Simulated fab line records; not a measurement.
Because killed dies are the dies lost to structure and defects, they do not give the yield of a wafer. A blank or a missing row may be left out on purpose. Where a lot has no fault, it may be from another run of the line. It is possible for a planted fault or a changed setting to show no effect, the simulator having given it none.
fab line records / flow nandHarc / part 2 of 2: steps 20 to 30 of 30
record lots=5 wafers=15 lastDay=24
route steps=1159 shown A_CONTACT@936 A_BLC@964
lots untouched by any fault: they come from a run of this same line in which no faults occurred
startH: the number of hours between the record's first day and the start of the first shown wafer of the lot / waitH: hours since the lot's step before / " repeats the value in the row above / L1.1+2: a single row standing in for several wafers / - no value, or no start was given / * or withheld: withheld / < > ~ a bound
route shown NAME@n: names a module that has steps shown in the file, with the first one's number in the route / usual: mean/standard deviation of fault-free wafers / same: alike in all rows / chamber/n: place in a boat / sites: the reading at each site / _std_site: how widely they spread, as a standard deviation / _edge_site: inner sites' mean taken away from outer sites' mean / radiusMm: how far each site lies from the wafer's centre / mask NAME#n: copy n / behind: the most recent tool/chamber to have shaped the wafer / hold: cause of the lot's hold/its duration in hours/its outcome / device: transistor that didn't switch, given as n, p or np / end of line: the same wafers' tests at the end of the route / where a step has no rows: the recipe by itself / killed: not the wafer's yield, but the dies lost to structure and defects at the first sort / map: dies across one wafer; x = killed, . = not, _ = none there
set.NAME: setting as actually run; set.NAME@STEP: the setting as run at that earlier step / model.NAME: the simulator's own value behind a step, which no gauge read
lots at some steps of the route; a table a step, a row a wafer
services: a tool's chamber out of use, with start hour (startH, from the record's first day; less than 0 if before it), hours out, and reason
## steps
# step NHARC_A_CONTACT_ETCH_110
# recipe targetDepthA=500 overetchA=50 timeS=27.5 ionEnergyEv=100 cf4FlowSccm=80 o2FlowSccm=20 arFlowSccm=0 rfW=300 biasW=100 chemistry=CF4/O2
# usual drypumpMotorCurrentA=5.8/0.41 oesProductAu=0.999/0.011 rfVppV=197.5/1.4 showerheadPlenumPTorr=1.32/0.054 throttleValvePct=13.397/0.0091
lot.wafer=L084.4 tool=rieDiel-11 chamber=0 startH=451.37 waitH=0.1 drypumpMotorCurrentA=6.1 oesProductAu=0.996 rfHoursCounterH=14 rfVppV=199.3 showerheadPlenumPTorr=1.44 throttleValvePct=13.393
lot.wafer=L084.6 tool=rieDiel-11 chamber=2 startH=451.37 waitH=0.1 drypumpMotorCurrentA=6.0 oesProductAu=0.991 rfHoursCounterH=- rfVppV=197.7 showerheadPlenumPTorr=1.33 throttleValvePct=13.404
lot.wafer=L084.5 tool=rieDiel-11 chamber=3 startH=451.37 waitH=0.1 drypumpMotorCurrentA=6.5 oesProductAu=0.999 rfHoursCounterH=- rfVppV=197.1 showerheadPlenumPTorr=1.35 throttleValvePct=13.401
lot.wafer=L089.3 tool=rieDiel-10 chamber=2 startH=469.50 waitH=0.1 drypumpMotorCurrentA=5.2 oesProductAu=0.988 rfHoursCounterH=41 rfVppV=198.6 showerheadPlenumPTorr=1.35 throttleValvePct=13.416
lot.wafer=L089.1 tool=rieDiel-10 chamber=1 startH=469.50 waitH=0.1 drypumpMotorCurrentA=5.2 oesProductAu=0.990 rfHoursCounterH=38 rfVppV=195.6 showerheadPlenumPTorr=1.25 throttleValvePct=13.400
lot.wafer=L089.5 tool=rieDiel-10 chamber=1 startH=469.50 waitH=0.1 drypumpMotorCurrentA=5.2 oesProductAu=0.985 rfHoursCounterH=- rfVppV=195.1 showerheadPlenumPTorr=1.25 throttleValvePct=13.406
lot.wafer=L091.1 tool=rieDiel-11 chamber=1 startH=484.77 waitH=0.1 drypumpMotorCurrentA=6.1 oesProductAu=0.994 rfHoursCounterH=28 rfVppV=197.2 showerheadPlenumPTorr=1.30 throttleValvePct=13.402
lot.wafer=L091.5 tool=rieDiel-11 chamber=1 startH=484.77 waitH=0.1 drypumpMotorCurrentA=6.1 oesProductAu=0.998 rfHoursCounterH=- rfVppV=197.3 showerheadPlenumPTorr=1.30 throttleValvePct=13.406
lot.wafer=L091.6 tool=rieDiel-11 chamber=2 startH=484.77 waitH=0.1 drypumpMotorCurrentA=6.0 oesProductAu=1.004 rfHoursCounterH=- rfVppV=197.7 showerheadPlenumPTorr=1.33 throttleValvePct=13.396
lot.wafer=L092.1 tool=rieDiel-11 chamber=0 startH=496.84 waitH=0.1 drypumpMotorCurrentA=6.1 oesProductAu=0.990 rfHoursCounterH=32 rfVppV=200.5 showerheadPlenumPTorr=1.44 throttleValvePct=13.410
lot.wafer=L092.2 tool=rieDiel-11 chamber=3 startH=496.84 waitH=0.1 drypumpMotorCurrentA=6.5 oesProductAu=0.995 rfHoursCounterH=30 rfVppV=197.4 showerheadPlenumPTorr=1.35 throttleValvePct=13.402
lot.wafer=L092.6 tool=rieDiel-11 chamber=0 startH=496.84 waitH=0.1 drypumpMotorCurrentA=6.1 oesProductAu=0.994 rfHoursCounterH=- rfVppV=200.4 showerheadPlenumPTorr=1.44 throttleValvePct=13.390
lot.wafer=L096.2 tool=rieDiel-08 chamber=1 startH=511.81 waitH=0.1 drypumpMotorCurrentA=6.5 oesProductAu=1.007 rfHoursCounterH=3 rfVppV=200.1 showerheadPlenumPTorr=1.40 throttleValvePct=13.412
lot.wafer=L096.1 tool=rieDiel-08 chamber=2 startH=511.81 waitH=0.1 drypumpMotorCurrentA=5.8 oesProductAu=0.986 rfHoursCounterH=4 rfVppV=196.1 showerheadPlenumPTorr=1.24 throttleValvePct=13.404
lot.wafer=L096.5 tool=rieDiel-08 chamber=2 startH=511.81 waitH=0.1 drypumpMotorCurrentA=5.8 oesProductAu=0.978 rfHoursCounterH=- rfVppV=194.2 showerheadPlenumPTorr=1.24 throttleValvePct=13.397
# step NHARC_A_CONTACT_STRIP_26
# recipe o2FlowSccm=500 arFlowSccm=0 biasW=0 chemistry=O2
# usual drypumpMotorCurrentA=5.8/0.39 oesProductAu=0.999/0.01 rfVppV=57.5/0.91 showerheadPlenumPTorr=3.49/0.14 throttleValvePct=17.037/0.0083
lot.wafer=L084.4 tool=rieDiel-11 chamber=0 startH=- waitH=- drypumpMotorCurrentA=6.1 oesProductAu=1.006 rfHoursCounterH=14 rfVppV=58.3 showerheadPlenumPTorr=3.80 throttleValvePct=17.024
lot.wafer=L084.5 tool=rieDiel-11 chamber=1 startH=- waitH=- drypumpMotorCurrentA=6.1 oesProductAu=0.986 rfHoursCounterH=- rfVppV=57.0 showerheadPlenumPTorr=3.45 throttleValvePct=17.030
lot.wafer=L084.6 tool=rieDiel-11 chamber=2 startH=- waitH=- drypumpMotorCurrentA=6.1 oesProductAu=1.003 rfHoursCounterH=- rfVppV=56.2 showerheadPlenumPTorr=3.52 throttleValvePct=17.043
lot.wafer=L089.1 tool=rieDiel-10 chamber=1 startH=- waitH=- drypumpMotorCurrentA=5.2 oesProductAu=1.000 rfHoursCounterH=38 rfVppV=56.5 showerheadPlenumPTorr=3.32 throttleValvePct=17.047
lot.wafer=L089.3 tool=rieDiel-10 chamber=0 startH=- waitH=- drypumpMotorCurrentA=5.8 oesProductAu=1.006 rfHoursCounterH=38 rfVppV=56.2 showerheadPlenumPTorr=3.49 throttleValvePct=17.022
lot.wafer=L089.5 tool=rieDiel-10 chamber=2 startH=- waitH=- drypumpMotorCurrentA=5.2 oesProductAu=0.989 rfHoursCounterH=- rfVppV=58.8 showerheadPlenumPTorr=3.57 throttleValvePct=17.038
lot.wafer=L091.1 tool=rieDiel-11 chamber=2 startH=- waitH=- drypumpMotorCurrentA=6.0 oesProductAu=0.992 rfHoursCounterH=28 rfVppV=56.9 showerheadPlenumPTorr=3.51 throttleValvePct=17.019
lot.wafer=L091.5 tool=rieDiel-11 chamber=1 startH=- waitH=- drypumpMotorCurrentA=6.1 oesProductAu=0.983 rfHoursCounterH=- rfVppV=57.5 showerheadPlenumPTorr=3.45 throttleValvePct=17.038
lot.wafer=L091.6 tool=rieDiel-11 chamber=2 startH=- waitH=- drypumpMotorCurrentA=6.0 oesProductAu=0.992 rfHoursCounterH=- rfVppV=56.4 showerheadPlenumPTorr=3.51 throttleValvePct=17.030
lot.wafer=L092.1 tool=rieDiel-11 chamber=1 startH=- waitH=- drypumpMotorCurrentA=6.1 oesProductAu=0.994 rfHoursCounterH=31 rfVppV=56.1 showerheadPlenumPTorr=3.45 throttleValvePct=17.040
lot.wafer=L092.2 tool=rieDiel-11 chamber=3 startH=- waitH=- drypumpMotorCurrentA=6.6 oesProductAu=0.989 rfHoursCounterH=30 rfVppV=56.2 showerheadPlenumPTorr=3.56 throttleValvePct=17.035
lot.wafer=L092.6 tool=rieDiel-11 chamber=1 startH=- waitH=- drypumpMotorCurrentA=6.1 oesProductAu=0.996 rfHoursCounterH=- rfVppV=58.2 showerheadPlenumPTorr=3.44 throttleValvePct=17.033
lot.wafer=L096.1 tool=rieDiel-08 chamber=1 startH=- waitH=- drypumpMotorCurrentA=6.5 oesProductAu=1.018 rfHoursCounterH=3 rfVppV=58.5 showerheadPlenumPTorr=3.69 throttleValvePct=17.033
lot.wafer=L096.2 tool=rieDiel-08 chamber=2 startH=- waitH=- drypumpMotorCurrentA=5.8 oesProductAu=0.984 rfHoursCounterH=4 rfVppV=56.6 showerheadPlenumPTorr=3.28 throttleValvePct=17.033
lot.wafer=L096.5 tool=rieDiel-08 chamber=0 startH=- waitH=- drypumpMotorCurrentA=5.8 oesProductAu=1.005 rfHoursCounterH=- rfVppV=57.6 showerheadPlenumPTorr=3.48 throttleValvePct=17.027
# step NHARC_A_CONTACT_STRIP_27
# recipe timeS=600 tempC=30 chemistry=postEtchResidueRemover
lot.wafer=L084.5+6+4 tool=wetBench-04 chamber=4,5,6 startH=451.76 waitH=-
lot.wafer=L089.3+5+1 tool=wetBench-05 chamber=6,1,2 startH=469.94 waitH=-
lot.wafer=L091.1+5+6 tool=wetBench-05 chamber=0,2,4 startH=485.17 waitH=-
lot.wafer=L092.1+2+6 tool=wetBench-05 chamber=6,7,2 startH=497.22 waitH=-
lot.wafer=L096.2+5+1 tool=wetBench-05 chamber=4,5,7 startH=512.64 waitH=-
# step NHARC_A_CONTACT_ALD_18
# recipe targetThkA=30 pulseTimeS=1 aldCycles=150 tempC=450 material=TiN
# usual heaterPowerW=1069/110 precursorPulseHeightRel=1.001/0.019
lot.wafer=L084.4 tool=aldMetal-04 chamber=0 startH=452.02 waitH=- heaterPowerW=985 precursorPulseHeightRel=1.020
lot.wafer=L084.6 tool=aldMetal-04 chamber=0 startH=452.02 waitH=- heaterPowerW=991 precursorPulseHeightRel=0.990
lot.wafer=L084.5 tool=aldMetal-04 chamber=1 startH=452.02 waitH=- heaterPowerW=958 precursorPulseHeightRel=1.010
lot.wafer=L089.1 tool=aldMetal-03 chamber=3 startH=470.24 waitH=- heaterPowerW=924 precursorPulseHeightRel=1.008
lot.wafer=L089.3 tool=aldMetal-03 chamber=0 startH=470.24 waitH=- heaterPowerW=1129 precursorPulseHeightRel=1.011
lot.wafer=L089.5 tool=aldMetal-03 chamber=2 startH=470.24 waitH=- heaterPowerW=950 precursorPulseHeightRel=0.957
lot.wafer=L091.1 tool=aldMetal-04 chamber=1 startH=485.49 waitH=- heaterPowerW=959 precursorPulseHeightRel=0.997
lot.wafer=L091.6 tool=aldMetal-04 chamber=2 startH=485.49 waitH=- heaterPowerW=1135 precursorPulseHeightRel=0.951
lot.wafer=L091.5 tool=aldMetal-04 chamber=3 startH=485.49 waitH=- heaterPowerW=1213 precursorPulseHeightRel=1.020
lot.wafer=L092.2 tool=aldMetal-04 chamber=0 startH=497.48 waitH=- heaterPowerW=982 precursorPulseHeightRel=1.013
lot.wafer=L092.1 tool=aldMetal-04 chamber=1 startH=497.48 waitH=- heaterPowerW=983 precursorPulseHeightRel=1.008
lot.wafer=L092.6 tool=aldMetal-04 chamber=1 startH=497.48 waitH=- heaterPowerW=986 precursorPulseHeightRel=1.034
lot.wafer=L096.1 tool=aldMetal-03 chamber=3 startH=512.92 waitH=- heaterPowerW=870 precursorPulseHeightRel=0.963
lot.wafer=L096.2 tool=aldMetal-03 chamber=1 startH=512.92 waitH=- heaterPowerW=1071 precursorPulseHeightRel=0.968
lot.wafer=L096.5 tool=aldMetal-03 chamber=3 startH=512.92 waitH=- heaterPowerW=879 precursorPulseHeightRel=1.019
# step NHARC_A_CONTACT_CVD_19
# recipe targetThkA=3000 tempC=300 pressureTorr=40 wf6FlowSccm=40 h2FlowSccm=1600 arFlowSccm=1560 timeS=802 material=W
# usual heaterPowerW=472/35 throttleValvePct=8.1/0.31
lot.wafer=L084.4 tool=cvdW-01 chamber=0 startH=- waitH=- heaterPowerW=502 throttleValvePct=8.0
lot.wafer=L084.6 tool=cvdW-01 chamber=0 startH=- waitH=- heaterPowerW=521 throttleValvePct=8.2
lot.wafer=L084.5 tool=cvdW-01 chamber=1 startH=- waitH=- heaterPowerW=469 throttleValvePct=8.6
lot.wafer=L089.1 tool=cvdW-01 chamber=1 startH=- waitH=- heaterPowerW=475 throttleValvePct=8.3
lot.wafer=L089.3 tool=cvdW-01 chamber=1 startH=- waitH=- heaterPowerW=485 throttleValvePct=8.6
lot.wafer=L089.5 tool=cvdW-01 chamber=0 startH=- waitH=- heaterPowerW=512 throttleValvePct=7.8
lot.wafer=L091.1 tool=cvdW-01 chamber=1 startH=- waitH=- heaterPowerW=437 throttleValvePct=8.0
lot.wafer=L091.5 tool=cvdW-01 chamber=0 startH=- waitH=- heaterPowerW=495 throttleValvePct=7.9
lot.wafer=L091.6 tool=cvdW-01 chamber=1 startH=- waitH=- heaterPowerW=436 throttleValvePct=8.1
lot.wafer=L092.1 tool=cvdW-02 chamber=0 startH=- waitH=- heaterPowerW=422 throttleValvePct=8.2
lot.wafer=L092.2 tool=cvdW-02 chamber=1 startH=- waitH=- heaterPowerW=496 throttleValvePct=7.7
lot.wafer=L092.6 tool=cvdW-02 chamber=1 startH=- waitH=- heaterPowerW=497 throttleValvePct=7.8
lot.wafer=L096.1 tool=cvdW-01 chamber=1 startH=- waitH=- heaterPowerW=439 throttleValvePct=8.3
lot.wafer=L096.2 tool=cvdW-01 chamber=1 startH=- waitH=- heaterPowerW=441 throttleValvePct=7.9
lot.wafer=L096.5 tool=cvdW-01 chamber=1 startH=- waitH=- heaterPowerW=435 throttleValvePct=8.1
# step NHARC_A_CONTACT_CMP_20
# recipe tOverpolishS=30 targetThkNm=300
# usual motorCurrentA=11.3/0.92 overpolishRunS=30.000/0.0098 timeToEndpointS=58.9/2.9
lot.wafer=L084.4 tool=cmp-01 chamber=3 startH=453.13 waitH=0.5 motorCurrentA=11.0 overpolishRunS=29.999 timeToEndpointS=60.0
lot.wafer=L084.5 tool=cmp-01 chamber=3 startH=453.13 waitH=0.5 motorCurrentA=11.3 overpolishRunS=29.992 timeToEndpointS=60.5
lot.wafer=L084.6 tool=cmp-01 chamber=0 startH=453.13 waitH=0.5 motorCurrentA=11.8 overpolishRunS=30.001 timeToEndpointS=62.9
lot.wafer=L089.3 tool=cmp-01 chamber=0 startH=472.77 waitH=0.5 motorCurrentA=12.5 overpolishRunS=29.981 timeToEndpointS=63.6
lot.wafer=L089.1 tool=cmp-01 chamber=1 startH=472.77 waitH=0.5 motorCurrentA=11.3 overpolishRunS=29.991 timeToEndpointS=60.2
lot.wafer=L089.5 tool=cmp-01 chamber=0 startH=472.77 waitH=0.5 motorCurrentA=11.1 overpolishRunS=29.999 timeToEndpointS=60.6
lot.wafer=L091.1 tool=cmp-02 chamber=0 startH=493.27 waitH=0.7 motorCurrentA=10.8 overpolishRunS=30.005 timeToEndpointS=59.3
lot.wafer=L091.5 tool=cmp-02 chamber=1 startH=493.27 waitH=0.7 motorCurrentA=11.1 overpolishRunS=29.984 timeToEndpointS=59.3
lot.wafer=L091.6 tool=cmp-02 chamber=2 startH=493.27 waitH=0.7 motorCurrentA=12.4 overpolishRunS=30.004 timeToEndpointS=60.8
lot.wafer=L092.1 tool=cmp-02 chamber=0 startH=503.38 waitH=0.8 motorCurrentA=10.4 overpolishRunS=29.996 timeToEndpointS=56.6
lot.wafer=L092.2 tool=cmp-02 chamber=1 startH=503.38 waitH=0.8 motorCurrentA=10.3 overpolishRunS=30.019 timeToEndpointS=56.4
lot.wafer=L092.6 tool=cmp-02 chamber=3 startH=503.38 waitH=0.8 motorCurrentA=10.2 overpolishRunS=30.010 timeToEndpointS=59.8
lot.wafer=L096.1 tool=cmp-02 chamber=1 startH=514.77 waitH=1.4 motorCurrentA=10.8 overpolishRunS=29.999 timeToEndpointS=51.7
lot.wafer=L096.2 tool=cmp-02 chamber=2 startH=514.77 waitH=1.4 motorCurrentA=12.8 overpolishRunS=29.997 timeToEndpointS=50.2
lot.wafer=L096.5 tool=cmp-02 chamber=1 startH=514.77 waitH=1.4 motorCurrentA=10.8 overpolishRunS=29.989 timeToEndpointS=52.2
# step NHARC_A_CONTACT_SRD_22
lot.wafer=L084.6+5+4 tool=wetBench-02 chamber=3,5,0 startH=453.45 waitH=0.0
lot.wafer=L089.3+1+5 tool=wetBench-02 chamber=1,4,5 startH=473.09 waitH=0.0
lot.wafer=L091.5+1+6 tool=wetBench-02 chamber=6,7,0 startH=493.53 waitH=0.1
lot.wafer=L092.2+1+6 tool=wetBench-05 chamber=0,1,3 startH=503.68 waitH=0.0
lot.wafer=L096.1+2+5 tool=wetBench-02 chamber=4,7,0 startH=515.07 waitH=0.0
# step NHARC_A_CONTACT_INSPECT_23
# usual rawDefectCount=429/140
lot.wafer=L084.4 tool=defectInspect-01 chamber=- startH=453.53 waitH=0.1 rawDefectCount=467
lot.wafer=L084.5 tool=defectInspect-01 chamber=- startH=453.53 waitH=0.1 rawDefectCount=349
lot.wafer=L084.6 tool=defectInspect-01 chamber=- startH=453.53 waitH=0.1 rawDefectCount=544
lot.wafer=L089.1 tool=defectInspect-02 chamber=- startH=473.18 waitH=0.1 rawDefectCount=358
lot.wafer=L089.3 tool=defectInspect-02 chamber=- startH=473.18 waitH=0.1 rawDefectCount=321
lot.wafer=L089.5 tool=defectInspect-02 chamber=- startH=473.18 waitH=0.1 rawDefectCount=407
lot.wafer=L091.1 tool=defectInspect-01 chamber=- startH=493.63 waitH=0.1 rawDefectCount=337
lot.wafer=L091.5 tool=defectInspect-01 chamber=- startH=493.63 waitH=0.1 rawDefectCount=360
lot.wafer=L091.6 tool=defectInspect-01 chamber=- startH=493.63 waitH=0.1 rawDefectCount=420
lot.wafer=L092.1 tool=defectInspect-01 chamber=- startH=503.76 waitH=0.1 rawDefectCount=275
lot.wafer=L092.2 tool=defectInspect-01 chamber=- startH=503.76 waitH=0.1 rawDefectCount=292
lot.wafer=L092.6 tool=defectInspect-01 chamber=- startH=503.76 waitH=0.1 rawDefectCount=369
lot.wafer=L096.1 tool=defectInspect-02 chamber=- startH=515.15 waitH=0.1 rawDefectCount=526
lot.wafer=L096.2 tool=defectInspect-02 chamber=- startH=515.15 waitH=0.1 rawDefectCount=1037
lot.wafer=L096.5 tool=defectInspect-02 chamber=- startH=515.15 waitH=0.1 rawDefectCount=778
# step NHARC_A_BLC_DEHYDRATE_00
# recipe tempC=150 timeS=120
lot.wafer=L084.4+5+6 tool=lithoTrack-01 chamber=0 startH=453.59 waitH=0.1
lot.wafer=L089.1+3+5 tool=lithoTrack-01 chamber=0 startH=473.23 waitH=0.1
lot.wafer=L091.1+5+6 tool=lithoTrack-01 chamber=0 startH=493.68 waitH=0.1
lot.wafer=L092.1+2+6 tool=lithoTrack-01 chamber=0 startH=503.81 waitH=0.1
lot.wafer=L096.1+2+5 tool=lithoTrack-01 chamber=0 startH=515.20 waitH=0.1
# step NHARC_A_BLC_HMDS_01
# recipe timeS=30
lot.wafer=L084.4+5+6 tool=lithoTrack-01 chamber=0 startH=- waitH=-
lot.wafer=L089.1+3+5 tool=lithoTrack-01 chamber=0 startH=- waitH=-
lot.wafer=L091.1+5+6 tool=lithoTrack-01 chamber=0 startH=- waitH=-
lot.wafer=L092.1+2+6 tool=lithoTrack-01 chamber=0 startH=- waitH=-
lot.wafer=L096.1+2+5 tool=lithoTrack-01 chamber=0 startH=- waitH=-
# step NHARC_A_BLC_COAT_02
# recipe tempC=260 timeS=75
lot.wafer=L084.4+5+6 tool=lithoTrack-01 chamber=0 startH=- waitH=-
lot.wafer=L089.1+3+5 tool=lithoTrack-01 chamber=0 startH=- waitH=-
lot.wafer=L091.1+5+6 tool=lithoTrack-01 chamber=0 startH=- waitH=-
lot.wafer=L092.1+2+6 tool=lithoTrack-01 chamber=0 startH=- waitH=-
lot.wafer=L096.1+2+5 tool=lithoTrack-01 chamber=0 startH=- waitH=-
## services
tool=rieDiel-11 chamber=3 startH=429.84 hours=5.1 kind=repair
tool=rieDiel-08 chamber=0 startH=433.40 hours=- kind=clean
tool=rieDiel-08 chamber=1 startH=433.40 hours=- kind=clean
tool=rieDiel-08 chamber=2 startH=433.40 hours=- kind=clean
tool=rieDiel-08 chamber=3 startH=433.40 hours=- kind=clean
tool=wetBench-05 chamber=- startH=437.01 hours=3.8 kind=repair
tool=lithoTrack-01 chamber=- startH=443.00 hours=7.0 kind=pm
tool=harCapEtch-02 chamber=- startH=456.92 hours=4.9 kind=repair
tool=rieDiel-08 chamber=0 startH=457.96 hours=- kind=clean
tool=rieDiel-08 chamber=1 startH=457.96 hours=- kind=clean
tool=rieDiel-08 chamber=2 startH=457.96 hours=- kind=clean
tool=rieDiel-08 chamber=3 startH=457.96 hours=- kind=clean
tool=rieDiel-10 chamber=3 startH=468.39 hours=1.6 kind=repair
tool=cmp-01 chamber=- startH=473.50 hours=4.0 kind=pm
tool=cvdW-01 chamber=- startH=475.02 hours=13.0 kind=pm
tool=rieDiel-08 chamber=- startH=478.82 hours=9.0 kind=pm
tool=rieDiel-08 chamber=0 startH=478.82 hours=9.0 kind=ventCycle
tool=rieDiel-08 chamber=1 startH=478.82 hours=9.0 kind=ventCycle
tool=rieDiel-08 chamber=2 startH=478.82 hours=9.0 kind=ventCycle
tool=rieDiel-08 chamber=3 startH=478.82 hours=9.0 kind=ventCycle
tool=wetBench-04 chamber=- startH=499.37 hours=2.8 kind=repair
tool=aldMetal-03 chamber=- startH=500.00 hours=10.0 kind=pm
tool=cvdW-01 chamber=0 startH=508.85 hours=13.2 kind=repair
tool=wetBench-04 chamber=- startH=509.28 hours=57.2 kind=repair
